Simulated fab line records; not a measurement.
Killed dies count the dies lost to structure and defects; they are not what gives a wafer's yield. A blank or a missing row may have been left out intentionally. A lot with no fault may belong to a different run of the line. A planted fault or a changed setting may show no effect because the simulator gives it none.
Which tool was responsible?    flow nand-harc    Sampling: 24 lots, 72 wafers, 4 of 1159 route steps

## WHAT THE GAUGES READ, wafer by wafer
NHARC_A_CONTACT_CD_MEAS_69: target cd 200 nm.
lot   measured      on         cd-nm (nm)
L074  day 16 15:37  cd-sem-02  199.5 200.5 199.9
L076  day 17 18:51  cd-sem-01  200.8 201.3 200.5
L075  day 18 02:32  cd-sem-01  200.2 200.2 199.9
L077  day 18 08:26  cd-sem-01  198.9 200.2 199.7
L078  day 18 00:29  cd-sem-01  199.8 200.0 200.4
L081  day 18 09:43  cd-sem-01  200.6 200.4 200.8
L080  day 18 20:05  cd-sem-01  201.9 201.3 200.9
L082  day 18 21:52  cd-sem-01  200.1 200.6 200.5
L079  day 19 01:34  cd-sem-01  200.1 200.3 199.4
L083  day 19 09:06  cd-sem-01  201.1 200.3 200.3
L086  day 19 13:29  cd-sem-02  199.6 199.1 199.4
L084  day 19 06:47  cd-sem-01  199.4 200.1 199.5
L087  day 19 18:32  cd-sem-03  200.8 199.8 200.5
L085  day 19 17:57  cd-sem-02  200.6 200.6 198.9
L089  day 20 06:52  cd-sem-02  199.4 199.5 200.7
L088  day 21 02:11  cd-sem-02  200.2 199.8 200.2
L091  day 20 22:31  cd-sem-02  199.3 200.0 199.6
L093  day 21 00:49  cd-sem-02  199.9 199.2 200.3
L090  day 21 06:07  cd-sem-03  201.1 200.3 200.6
L092  day 21 07:51  cd-sem-01  200.3 201.0 199.7
L094  day 21 16:29  cd-sem-02  199.7 200.5 200.1
L096  day 21 16:20  cd-sem-01  200.3 200.0 200.2
L095  day 21 21:52  cd-sem-01  199.9 200.5 200.1
L097  day 22 16:43  cd-sem-03  199.7 201.0 199.6

NHARC_A_CONTACT_INSPECT_71.
lot   measured      on                 raw-defect-count
L074  day 16 15:45  defect-inspect-01  22 24 32
L076  day 17 18:58  defect-inspect-01  27 30 20
L075  day 18 02:39  defect-inspect-02  30 20 24
L077  day 18 08:33  defect-inspect-01  13 19 27
L078  day 18 00:37  defect-inspect-01  32 24 27
L081  day 18 09:50  defect-inspect-02  50 35 29
L080  day 18 20:12  defect-inspect-02  12 10 14
L082  day 18 21:59  defect-inspect-01  25 21 32
L079  day 19 01:41  defect-inspect-01  15 10 18
L083  day 19 09:13  defect-inspect-02  20 12 17
L086  day 19 13:37  defect-inspect-02  44 52 44
L084  day 19 06:55  defect-inspect-02  38 34 24
L087  day 19 18:39  defect-inspect-01  16 9 10
L085  day 19 18:05  defect-inspect-02  38 42 39
L089  day 20 07:00  defect-inspect-01  14 13 8
L088  day 21 02:19  defect-inspect-02  40 43 46
L091  day 20 22:38  defect-inspect-02  28 30 19
L093  day 21 00:56  defect-inspect-02  30 20 31
L090  day 21 06:14  defect-inspect-02  33 29 31
L092  day 21 07:59  defect-inspect-02  28 40 37
L094  day 21 16:37  defect-inspect-02  27 32 35
L096  day 21 16:28  defect-inspect-02  13 20 14
L095  day 21 21:59  defect-inspect-01  56 49 50
L097  day 22 16:50  defect-inspect-01  42 38 39

## WHICH TOOL RAN EACH LOT (tool, then ch and the chambers of the sampled wafers, then the start)
lot   NHARC_A_WL_FILL_ALD_00            NHARC_A_CONTACT_ETCH_117
L074  ald-hk-01 ch 0,2, day 14 17:42    har-cap-etch-01 ch 0,1, day 16 10:52
L076  ald-hk-02 ch 0,2,3, day 15 23:19  har-cap-etch-02 ch 0,1, day 17 13:57
L075  ald-hk-01 ch 1,2,3, day 15 23:21  har-cap-etch-03 ch 0,1, day 17 20:47
L077  ald-hk-04 ch 0,2,3, day 15 23:26  har-cap-etch-01 ch 0,1, day 18 01:02
L078  ald-hk-01 ch 0,3, day 15 23:29    har-cap-etch-01 ch 0,1, day 17 18:14
L081  ald-hk-01 ch 0,1,3, day 16 04:10  har-cap-etch-03 ch 0,1, day 18 02:16
L080  ald-hk-02 ch 1,2, day 16 12:20    har-cap-etch-02 ch 0,1, day 18 08:17
L082  ald-hk-02 ch 0,1,2, day 16 19:07  har-cap-etch-01 ch 0,1, day 18 14:14
L079  ald-hk-02 ch 1,2, day 16 19:17    har-cap-etch-02 ch 0,1, day 18 19:42
L083  ald-hk-02 ch 0,1, day 17 02:47    har-cap-etch-03 ch 0, day 19 04:20
L086  ald-hk-02 ch 1,2,3, day 17 13:56  har-cap-etch-03 ch 0,1, day 19 08:26
L084  ald-hk-01 ch 0,1,3, day 17 13:58  har-cap-etch-01 ch 0,1, day 19 02:04
L087  ald-hk-02 ch 0,1,2, day 18 00:46  har-cap-etch-03 ch 0,1, day 19 13:32
L085  ald-hk-02 ch 1,2, day 18 06:05    har-cap-etch-02 ch 0,1, day 19 13:10
L089  ald-hk-01 ch 0,1,2, day 18 12:13  har-cap-etch-02 ch 0,1, day 20 02:04
L088  ald-hk-02 ch 0,1,3, day 19 01:07  har-cap-etch-03 ch 0,1, day 20 19:10
L091  ald-hk-04 ch 0,1,2, day 19 01:11  har-cap-etch-02 ch 0,1, day 20 16:08
L093  ald-hk-04 ch 2,3, day 19 01:16    har-cap-etch-01 ch 1, day 20 18:26
L090  ald-hk-02 ch 1,2,3, day 19 01:18  har-cap-etch-02 ch 0,1, day 20 22:36
L092  ald-hk-02 ch 0,1,2, day 19 04:30  har-cap-etch-01 ch 0,1, day 21 00:24
L094  ald-hk-01 ch 2,3, day 19 08:52    har-cap-etch-02 ch 0,1, day 21 07:00
L096  ald-hk-04 ch 0,1, day 19 20:20    har-cap-etch-03 ch 0,1, day 21 06:29
L095  ald-hk-04 ch 0,1,3, day 19 20:32  har-cap-etch-02 ch 0,1, day 21 17:07
L097  ald-hk-04 ch 0,1,3, day 20 19:55  har-cap-etch-03 ch 0,1, day 22 11:55
- NHARC_A_WL_FILL_ALD_00: deposits Al2O3, target thk 3 nm, pulse time 3 s, ald cycles 30.
- NHARC_A_CONTACT_ETCH_117: etches the open film in C4F8/O2/Ar, time 94 s, target depth 922 nm.

## AS READ BY THE TOOLS THEMSELVES (means over the sampled wafers that have a number; for cases with no such wafer, the mark the record gives instead)
NHARC_A_WL_FILL_ALD_00.
lot   tool       heater-power-w (W)  precursor-pulse-height-rel
L074  ald-hk-01  424                 1.003
L076  ald-hk-02  492                 1.009
L075  ald-hk-01  426                 1.004
L077  ald-hk-04  495                 0.991
L078  ald-hk-01  447                 0.985
L081  ald-hk-01  430                 0.982
L080  ald-hk-02  480                 1.002
L082  ald-hk-02  456                 0.993
L079  ald-hk-02  452                 0.992
L083  ald-hk-02  411                 0.978
L086  ald-hk-02  485                 1.007
L084  ald-hk-01  424                 1.002
L087  ald-hk-02  455                 1.009
L085  ald-hk-02  444                 1.021
L089  ald-hk-01  416                 0.993
L088  ald-hk-02  468                 0.995
L091  ald-hk-04  485                 0.988
L093  ald-hk-04  515                 0.988
L090  ald-hk-02  487                 1.004
L092  ald-hk-02  447                 0.989
L094  ald-hk-01  420                 0.987
L096  ald-hk-04  451                 0.989
L095  ald-hk-04  462                 0.987
L097  ald-hk-04  464                 0.991

## THE ANSWER, worked out from the rows above alone
Rule: what is usual is taken from the lots themselves. Put in order of their means at a reading, lots are off if they are a third of the lots or fewer, leave a main group of 4 or more, and stand apart from it by a gap of 3 or more times the standard deviation of the main group's means; of several such gaps the widest counts. If all means in a main group match to the digits the tables above print for the reading, that group is not used. A lot without any number at a reading at which 4 lots or more have one is off too. Where the step has rows for the other lots, those lots are counted as sound. After the gauges, taken in route order, come the tools' own readings; for these a lot's mean is taken, as printed above. At the first step where some lot is off, the reading lying furthest off is the one used; lots without a number count as furthest.
None of the lots is off at any reading shown; this tells nothing.

## WHAT HAD BEEN PUT IN BY THE SIMULATOR
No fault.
